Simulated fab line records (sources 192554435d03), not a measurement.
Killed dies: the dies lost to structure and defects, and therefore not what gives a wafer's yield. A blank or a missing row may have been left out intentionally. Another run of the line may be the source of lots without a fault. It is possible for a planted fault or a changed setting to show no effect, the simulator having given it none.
fab line records | flow n5Finfet | part 2 of 2: steps 5 to 6 of 6
record lots=23 wafers=69 lastDay=19
route steps=1938 shown ILD0@340 SDB@375 DUMMY_REMOVAL@377 HKMG_FIN@401
lots with no fault: from the same line, run without faults
startH: hours from the record's first day to the start of the lot's first wafer shown | waitH: hours since the lot's step before | " as in the row above | L1.1+2: a row that stands for several wafers | - no value present, or no start provided | * or withheld: withheld | < > ~ a bound
route shown NAME@n: names a module that has steps shown in the file, with the first one's number in the route | usual: mean/standard deviation of fault-free wafers | same: alike in all rows | chamber/n: place in a boat | sites: per-site readings | _std_site: how widely they spread, as a standard deviation | _edge_site: outer sites' mean less inner sites' | radiusMm: for every site, how far away it sits from the centre of the wafer | mask NAME#n: copy n | behind: tool/chamber where the wafer was last shaped | hold: the reason the lot was held/the length of the hold in hours/how it ended | device: transistor that didn't switch, given as n, p or np | end of line: the same wafers' tests at the end of the route | a step given without rows: its recipe and nothing more | killed: dies lost to structure and defects at the first sort, not the wafer's yield | map: per-die view of a wafer (x killed, . not killed, _ where there is no die)
set.NAME: setting as actually run; set.NAME@STEP: the setting as run at that earlier step | model.NAME: the simulator's own value behind a step, which no gauge read
route steps across a sampled set of lots; one table per step, one row per wafer
services: when a tool's chamber went out of use (startH, in hours from the record's first day, below 0 if earlier), for how many hours, and the reason
## steps
# step N5_DUMMY_REMOVAL_STRIP_10
# recipe chemistry=N2/H2 timeS=40 powerW=100 tempC=40 pressureMtorr=100 rfFrequencyHz=6e+07 biasPowerW=3 n2FlowSccm=300 h2FlowSccm=300
# usual drypumpMotorCurrentA=5.5/0.37 oesProductAu=0.80/0.091 rfVppV=45.3/0.95 showerheadPlenumPTorr=3.38/0.084 throttleValvePct=12.19/0.26
# columns lot.wafer tool chamber startH waitH drypumpMotorCurrentA oesProductAu rfHoursCounterH rfVppV showerheadPlenumPTorr throttleValvePct
L074.2 rieDiel-06 1 72.70 0.0 5.7 0.70 227 45.2 3.20 12.46
L074.3 " 3 " " 5.2 0.72 211 44.2 3.33 12.45
L074.4 " 2 " " 5.8 0.84 65 45.6 3.43 12.14
L076.2 rieDiel-05 3 80.82 0.0 5.4 0.79 97 46.0 3.40 11.87
L076.3 " 2 " " 5.8 0.85 71 47.2 3.42 12.33
L076.5 " 2 " " 5.8 0.84 - 45.3 3.42 12.32
L075.4 rieDiel-03 3 83.92 0.0 5.5 0.78 117 44.7 3.40 12.40
L075.5 " 1 " " 5.1 0.86 - 44.0 3.43 11.91
L075.6 " 2 " " 5.8 0.73 - 45.9 3.49 11.99
L077.4 rieDiel-06 2 89.24 0.0 5.8 0.82 70 45.8 3.42 12.16
L077.5 " 3 " " 5.2 0.71 - 46.6 3.33 12.48
L077.6 " 2 " " 5.9 0.83 - 46.5 3.42 12.15
L078.1 rieDiel-05 3 109.30 0.0 5.4 0.78 106 45.4 3.39 11.89
L078.3 " 0 " " 4.9 0.70 198 46.8 3.35 12.47
L078.4 " 1 " " 4.9 0.90 38 45.8 3.30 11.83
L080.2 rieDiel-03 2 112.06 0.0 5.8 0.73 165 45.4 3.49 12.02
L080.3 " 1 " " 5.1 0.84 64 45.8 3.42 11.95
L080.6 " 3 " " 5.4 0.77 - 46.6 3.39 12.42
L081.3 rieDiel-05 3 115.45 0.0 5.4 0.78 108 45.0 3.39 11.92
L081.5 " 2 " " 5.8 0.84 - 46.3 3.41 12.36
L081.6 " 3 " " 5.4 0.79 - 43.9 3.39 11.90
L082.2 rieDiel-06 2 116.77 0.0 5.8 0.81 79 44.4 3.42 12.16
L082.4 " 3 " " 5.2 0.71 225 44.3 3.32 12.49
L082.5 " 2 " " 5.8 0.81 - 45.3 3.42 12.15
L083.2 rieDiel-05 3 124.29 0.0 5.4 0.78 110 47.0 3.39 11.93
L083.3 " 1 " " 4.9 0.89 42 44.5 3.30 11.82
L083.6 " 1 " " 4.9 0.89 - 45.4 3.30 11.83
L084.2 rieDiel-06 2 131.37 0.0 5.8 0.81 85 43.4 3.42 12.19
L084.3 " 1 " " 5.8 0.68 245 44.3 3.19 12.51
L084.4 " 3 " " 5.2 0.71 - 46.2 3.32 12.51
L085.1 rieDiel-06 2 133.43 0.0 5.9 0.80 86 45.6 3.41 12.20
L085.2 " 1 " " 5.7 0.69 246 45.2 3.19 12.50
L085.3 " 3 " " 5.1 0.71 231 44.9 3.32 12.50
L086.4 rieDiel-03 1 149.47 0.0 5.1 0.83 77 45.9 3.41 11.97
L086.5 " 0 " " 6.2 0.94 - 44.5 3.32 11.78
L086.6 " 1 " " 5.1 0.82 - 46.3 3.41 11.97
L087.2 rieDiel-03 0 151.74 0.0 6.3 0.95 5 47.4 3.32 11.77
L087.4 " 3 " " 5.4 0.75 141 45.4 3.39 12.47
L087.5 " 0 " " 6.2 0.95 - 43.7 3.32 11.78
L088.2 rieDiel-03 0 155.33 0.0 6.2 0.95 6 44.6 3.32 11.79
L088.3 " 1 " " 5.1 0.82 78 45.4 3.41 11.97
L088.5 " 2 " " 5.8 0.71 - 45.0 3.48 12.05
L089.3 rieDiel-06 2 160.89 0.0 5.8 0.79 96 43.9 3.41 12.23
L089.4 " 1 " " 5.8 0.68 250 42.4 3.19 12.52
L089.5 " 0 " " 5.4 0.73 - 43.9 3.35 12.47
L090.2 rieDiel-06 2 166.58 0.0 5.8 0.79 99 45.1 3.41 12.23
L090.3 " 0 " " 5.4 0.73 198 44.2 3.35 12.45
L090.4 " 0 " " 5.4 0.73 - 44.4 3.35 12.49
L091.1 rieDiel-03 1 172.23 0.0 5.1 0.82 81 45.9 3.41 11.98
L091.3 " 0 " " 6.3 0.93 8 45.7 3.32 11.76
L091.6 " 2 " " 5.8 0.71 - 44.1 3.48 12.03
L092.2 rieDiel-03 3 176.88 0.0 5.4 0.75 144 44.1 3.39 12.46
L092.5 " 2 " " 5.8 0.71 - 45.8 3.48 12.07
L092.6 " 1 " " 5.1 0.83 - 45.4 3.41 11.97
L093.1 rieDiel-06 1 185.73 0.0 5.7 0.97 2 45.5 3.59 11.89
L093.3 " 0 " " 5.4 0.72 205 45.0 3.35 12.52
L093.6 " 0 " " 5.4 0.72 - 44.9 3.35 12.49
L094.1 rieDiel-06 1 192.28 0.0 5.8 0.96 5 46.0 3.59 11.90
L094.2 " 2 " " 5.9 0.78 109 46.4 3.40 12.25
L094.3 " 0 " " 5.4 0.72 208 45.7 3.35 12.51
L095.2 rieDiel-06 2 196.63 0.0 5.8 0.77 110 44.4 3.40 12.26
L095.3 " 0 " " 5.4 0.71 209 45.1 3.35 12.53
L095.6 " 3 " " 5.2 1.02 - 46.1 3.31 11.91
L096.4 rieDiel-06 1 208.68 0.0 5.7 0.94 10 44.3 3.58 11.90
L096.5 " 3 " " 5.2 0.99 - 45.2 3.31 11.92
L096.6 " 2 " " 5.8 0.77 - 45.7 3.40 12.24
L097.1 rieDiel-06 3 211.81 0.0 5.2 0.99 5 45.0 3.31 11.91
L097.3 " 1 " " 5.7 0.94 11 45.6 3.58 11.89
L097.6 " 3 " " 5.2 0.98 - 45.5 3.30 11.92
# step N5_HKMG_FIN_DESCUM_53
# recipe chemistry=O2 timeS=7.9 sourcePowerW=50 biasPowerW=20 pressureMtorr=20 rfFrequencyHz=2.712e+07 tempC=40 resist=CAR-ArF o2FlowSccm=225
# usual drypumpMotorCurrentA=5.5/0.39 oesProductAu=0.81/0.085 rfVppV=243.9/1.2 showerheadPlenumPTorr=2.13/0.056 throttleValvePct=20.42/0.2
# columns lot.wafer tool chamber startH waitH drypumpMotorCurrentA oesProductAu rfHoursCounterH rfVppV showerheadPlenumPTorr throttleValvePct
L074.2 rieDiel-02 2 74.25 0.0 5.5 0.76 141 242.7 2.10 20.34
L074.3 " 3 " " 5.1 0.76 136 243.2 2.18 20.26
L074.4 " 1 " " 4.6 0.87 60 242.2 2.12 20.58
L076.2 rieDiel-01 2 82.43 0.2 6.1 0.94 16 245.9 2.24 20.22
L076.3 " 0 " " 5.3 0.92 28 246.0 2.22 20.13
L076.5 " 3 " " 5.7 0.96 - 243.9 2.06 20.21
L075.4 rieDiel-02 2 85.36 0.0 5.5 0.75 146 243.8 2.10 20.36
L075.5 " 1 " " 4.7 0.86 - 243.4 2.12 20.59
L075.6 " 0 " " 5.7 0.71 - 245.6 2.17 20.82
L077.4 rieDiel-01 3 91.15 0.0 5.7 0.96 10 241.9 2.05 20.21
L077.5 " 3 " " 5.7 0.95 - 242.5 2.05 20.21
L077.6 " 2 " " 6.1 0.92 - 244.8 2.24 20.23
L078.1 rieDiel-02 0 110.85 0.0 5.7 0.71 201 244.8 2.17 20.84
L078.3 " 1 " " 4.7 0.86 72 243.3 2.12 20.60
L078.4 " 2 " " 5.5 0.75 153 243.6 2.10 20.36
L080.2 rieDiel-01 3 113.91 0.2 5.7 0.93 16 241.4 2.05 20.22
L080.3 " 1 " " 5.9 0.70 199 244.7 2.15 20.40
L080.6 " 2 " " 6.1 0.92 - 244.9 2.23 20.23
L081.3 rieDiel-04 2 116.88 0.0 5.4 0.89 44 243.2 2.14 20.43
L081.5 " 3 " " 5.6 0.88 - 243.2 2.14 20.41
L081.6 " 0 " " 5.8 0.73 - 243.0 2.08 20.57
L082.2 rieDiel-01 2 118.22 0.1 6.0 0.92 28 244.1 2.23 20.25
L082.4 " 1 " " 5.9 0.70 202 244.1 2.15 20.40
L082.5 " 0 " " 5.2 0.90 - 246.4 2.22 20.14
L083.2 rieDiel-02 0 125.89 0.1 5.6 0.70 204 244.1 2.16 20.84
L083.3 " 2 " " 5.5 0.74 161 242.9 2.09 20.37
L083.6 " 3 " " 5.1 0.74 - 244.7 2.17 20.30
L084.2 rieDiel-02 1 133.16 0.0 4.7 0.84 82 244.8 2.11 20.64
L084.3 " 3 " " 5.1 0.75 157 244.7 2.17 20.28
L084.4 " 2 " " 5.5 0.73 163 243.2 2.09 20.38
L085.1 rieDiel-02 2 134.86 0.0 5.5 0.75 164 243.2 2.09 20.37
L085.2 " 1 " " 4.7 0.84 83 244.1 2.11 20.63
L085.3 " 0 " " 5.6 0.70 206 243.2 2.16 20.85
L086.4 rieDiel-02 1 151.06 0.0 4.7 0.85 85 244.5 2.11 20.63
L086.5 " 0 " " 5.7 0.70 - 243.8 2.16 20.85
L086.6 " 1 " " 4.6 0.84 - 244.1 2.11 20.62
L087.2 rieDiel-02 2 153.34 0.0 5.5 0.73 171 242.8 2.09 20.39
L087.4 " 1 " " 4.7 0.84 86 243.2 2.11 20.64
L087.5 " 2 " " 5.5 0.73 - 241.6 2.09 20.36
L088.2 rieDiel-04 0 156.99 0.1 5.8 0.71 214 242.6 2.07 20.59
L088.3 " 1 " " 5.4 0.91 26 242.5 2.05 20.36
L088.5 " 1 " " 5.4 0.92 - 242.4 2.05 20.36
L089.3 rieDiel-04 0 162.35 0.1 5.7 0.71 216 242.8 2.07 20.59
L089.4 " 3 " " 5.6 0.87 44 244.0 2.13 20.44
L089.5 " 1 " " 5.4 0.91 - 241.8 2.05 20.35
L090.2 rieDiel-04 3 169.48 0.0 5.7 0.87 46 244.4 2.13 20.44
L090.3 " 0 " " 5.7 0.72 218 242.9 2.07 20.60
L090.4 " 1 " " 5.4 0.91 31 242.2 2.05 20.35
L091.1 rieDiel-02 0 173.87 0.0 5.7 0.69 219 244.6 2.16 20.87
L091.3 " 1 " " 4.7 0.82 92 242.8 2.11 20.64
L091.6 " 2 " " 5.5 0.72 - 243.1 2.09 20.39
L092.2 rieDiel-02 3 178.48 0.1 5.1 0.73 174 244.8 2.16 20.33
L092.5 " 2 " " 5.5 0.73 - 244.2 2.09 20.39
L092.6 " 3 " " 5.1 0.73 - 244.4 2.16 20.32
L093.1 rieDiel-01 1 187.28 0.0 5.9 0.69 222 244.8 2.15 20.42
L093.3 " 3 " " 5.7 0.88 44 242.7 2.04 20.27
L093.6 " 3 " " 5.7 0.88 - 241.8 2.04 20.26
L094.1 rieDiel-01 1 193.71 0.0 5.9 0.68 225 244.9 2.14 20.42
L094.2 " 3 " " 5.7 0.88 47 242.7 2.04 20.26
L094.3 " 0 " " 5.3 0.86 64 244.3 2.21 20.17
L095.2 rieDiel-04 2 198.06 0.0 5.5 0.84 73 243.7 2.13 20.47
L095.3 " 3 " " 5.6 0.86 56 243.6 2.13 20.46
L095.6 " 0 " " 5.8 0.70 - 242.2 2.07 20.63
L096.4 rieDiel-01 3 210.23 0.0 5.7 0.87 52 243.6 2.04 20.27
L096.5 " 3 " " 5.7 0.87 - 241.8 2.04 20.27
L096.6 " 0 " " 5.3 0.86 - 244.8 2.20 20.18
L097.1 rieDiel-01 2 213.40 0.0 6.1 0.85 63 245.7 2.22 20.32
L097.3 " 1 " " 5.9 0.67 231 245.1 2.14 20.45
L097.6 " 2 " " 6.1 0.85 - 244.0 2.22 20.29
## services
# columns tool chamber startH hours kind
cmp-03 - 42.10 1.4 repair
cmp-01 - 44.05 0.3 repair
rieDiel-06 1 45.23 9.4 repair
rieDiel-05 - 53.95 0.3 repair
cmp-01 - 54.31 6.2 pm
cmp-01 - 80.99 1.0 repair
cmp-03 - 91.12 5.3 pm
aldSin-01 - 93.32 1.1 repair
rieDiel-02 0 113.52 7.3 repair
cmp-02 - 129.15 2.0 repair
rieDiel-01 1 136.85 10.3 repair
rieDiel-02 1 137.28 9.5 repair
rieDiel-06 1 144.27 14.9 repair
rieDiel-03 3 152.15 13.5 repair
rieDiel-03 - 157.17 10.0 pm
rieDiel-02 - 159.50 1.4 repair
rieDiel-05 3 175.74 3.6 repair
aldSin-01 - 177.28 1.1 repair
rieDiel-01 0 183.85 7.7 repair
cmp-02 - 184.37 4.0 pm
cmp-03 - 186.39 4.2 pm
rieDiel-02 3 195.74 3.8 repair
aldSin-01 3 200.20 3.2 repair
rieDiel-03 0 209.33 4.7 repair
